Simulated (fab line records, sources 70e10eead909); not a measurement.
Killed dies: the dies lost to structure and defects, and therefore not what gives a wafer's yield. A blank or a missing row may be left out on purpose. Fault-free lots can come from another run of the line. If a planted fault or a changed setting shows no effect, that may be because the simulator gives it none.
Matching of chambers :: flow nand_harc :: NHARC_A_STAIRCASE_ETCH_313 on rie_diel-09: 4 sister chambers
The step etches the open film in CF4/CHF3. 16 wafers are shown with their chamber, then 8 later ones without.

== WAFERS, EACH WITH ITS CHAMBER ==
wafer: L078.1
chamber: 0
drypump_motor_current_A (A): 5.8
showerhead_plenum_p_Torr (Torr): 1.55
rf_vpp_V (V): 369.0

wafer: L078.4
chamber: 1
drypump_motor_current_A (A): 5.7
showerhead_plenum_p_Torr (Torr): 1.56
rf_vpp_V (V): 368.9

wafer: L078.6
chamber: 0
drypump_motor_current_A (A): 5.8
showerhead_plenum_p_Torr (Torr): 1.55
rf_vpp_V (V): 369.1

wafer: L079.2
chamber: 1
drypump_motor_current_A (A): 5.7
showerhead_plenum_p_Torr (Torr): 1.56
rf_vpp_V (V): 370.8

wafer: L079.4
chamber: 2
drypump_motor_current_A (A): 5.5
showerhead_plenum_p_Torr (Torr): 1.61
rf_vpp_V (V): 372.6

wafer: L079.6
chamber: 0
drypump_motor_current_A (A): 5.7
showerhead_plenum_p_Torr (Torr): 1.55
rf_vpp_V (V): 369.1

wafer: L080.3
chamber: 3
drypump_motor_current_A (A): 6.6
showerhead_plenum_p_Torr (Torr): 1.57
rf_vpp_V (V): 370.5

wafer: L080.5
chamber: 0
drypump_motor_current_A (A): 5.7
showerhead_plenum_p_Torr (Torr): 1.55
rf_vpp_V (V): 368.2

wafer: L080.6
chamber: 1
drypump_motor_current_A (A): 5.7
showerhead_plenum_p_Torr (Torr): 1.56
rf_vpp_V (V): 369.7

wafer: L081.4
chamber: 0
drypump_motor_current_A (A): 5.7
showerhead_plenum_p_Torr (Torr): 1.55
rf_vpp_V (V): 369.3

wafer: L081.5
chamber: 3
drypump_motor_current_A (A): 6.6
showerhead_plenum_p_Torr (Torr): 1.57
rf_vpp_V (V): 371.0

wafer: L081.6
chamber: 2
drypump_motor_current_A (A): 5.4
showerhead_plenum_p_Torr (Torr): 1.60
rf_vpp_V (V): 371.2

wafer: L083.2
chamber: 3
drypump_motor_current_A (A): 6.6
showerhead_plenum_p_Torr (Torr): 1.57
rf_vpp_V (V): 370.6

wafer: L083.4
chamber: 2
drypump_motor_current_A (A): 5.5
showerhead_plenum_p_Torr (Torr): 1.60
rf_vpp_V (V): 371.0

wafer: L083.6
chamber: 3
drypump_motor_current_A (A): 6.6
showerhead_plenum_p_Torr (Torr): 1.57
rf_vpp_V (V): 370.5

wafer: L085.3
chamber: 2
drypump_motor_current_A (A): 5.5
showerhead_plenum_p_Torr (Torr): 1.60
rf_vpp_V (V): 372.6

SIGNATURES (averages over the wafers above)
reading: drypump_motor_current_A
chamber 0: 5.740
chamber 1: 5.700
chamber 2: 5.475
chamber 3: 6.600
scatter within a chamber: 0.0403

reading: showerhead_plenum_p_Torr
chamber 0: 1.5500
chamber 1: 1.5600
chamber 2: 1.6025
chamber 3: 1.5700
scatter within a chamber: 0.0025

reading: rf_vpp_V
chamber 0: 368.940
chamber 1: 369.800
chamber 2: 371.850
chamber 3: 370.650
scatter within a chamber: 0.645
Rule: for a wafer and a chamber, the distance is found by dividing, reading by reading, the gap between the wafer's reading and the chamber's mean by the reading's scatter, squaring, summing and taking the root. The wafer belongs to the nearest chamber; if the next one is less than 2 further off, it can't be placed. The scatter is the square root of a quotient: the sum, over the shown wafers, of each reading's squared deviation from its chamber's mean, divided by wafers minus chambers.

== WAFERS WITH NO CHAMBER GIVEN ==
wafer: L085.4
drypump_motor_current_A (A): 6.6
showerhead_plenum_p_Torr (Torr): 1.57
rf_vpp_V (V): 370.7

wafer: L085.6
drypump_motor_current_A (A): 5.8
showerhead_plenum_p_Torr (Torr): 1.54
rf_vpp_V (V): 369.9

wafer: L094.2
drypump_motor_current_A (A): 5.4
showerhead_plenum_p_Torr (Torr): 1.59
rf_vpp_V (V): 371.6

wafer: L094.5
drypump_motor_current_A (A): 6.6
showerhead_plenum_p_Torr (Torr): 1.56
rf_vpp_V (V): 369.6

wafer: L094.6
drypump_motor_current_A (A): 5.8
showerhead_plenum_p_Torr (Torr): 1.54
rf_vpp_V (V): 369.7

wafer: L097.3
drypump_motor_current_A (A): 5.7
showerhead_plenum_p_Torr (Torr): 1.53
rf_vpp_V (V): 369.7

wafer: L097.5
drypump_motor_current_A (A): 5.7
showerhead_plenum_p_Torr (Torr): 1.54
rf_vpp_V (V): 369.6

wafer: L097.6
drypump_motor_current_A (A): 5.7
showerhead_plenum_p_Torr (Torr): 1.53
rf_vpp_V (V): 369.0

== WHICH CHAMBER EACH ONE RAN IN ==
wafer: L085.4
from the rows above: 3
in truth: 3

wafer: L085.6
from the rows above: 0
in truth: 0

wafer: L094.2
from the rows above: 2
in truth: 2

wafer: L094.5
from the rows above: 3
in truth: 3

wafer: L094.6
from the rows above: 0
in truth: 0

wafer: L097.3
from the rows above: 0
in truth: 0

wafer: L097.5
from the rows above: 0
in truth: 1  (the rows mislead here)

wafer: L097.6
from the rows above: 0
in truth: 0
Placed correctly: 7 of 8. Can't be placed from these rows: 0. Wrongly placed: 1.
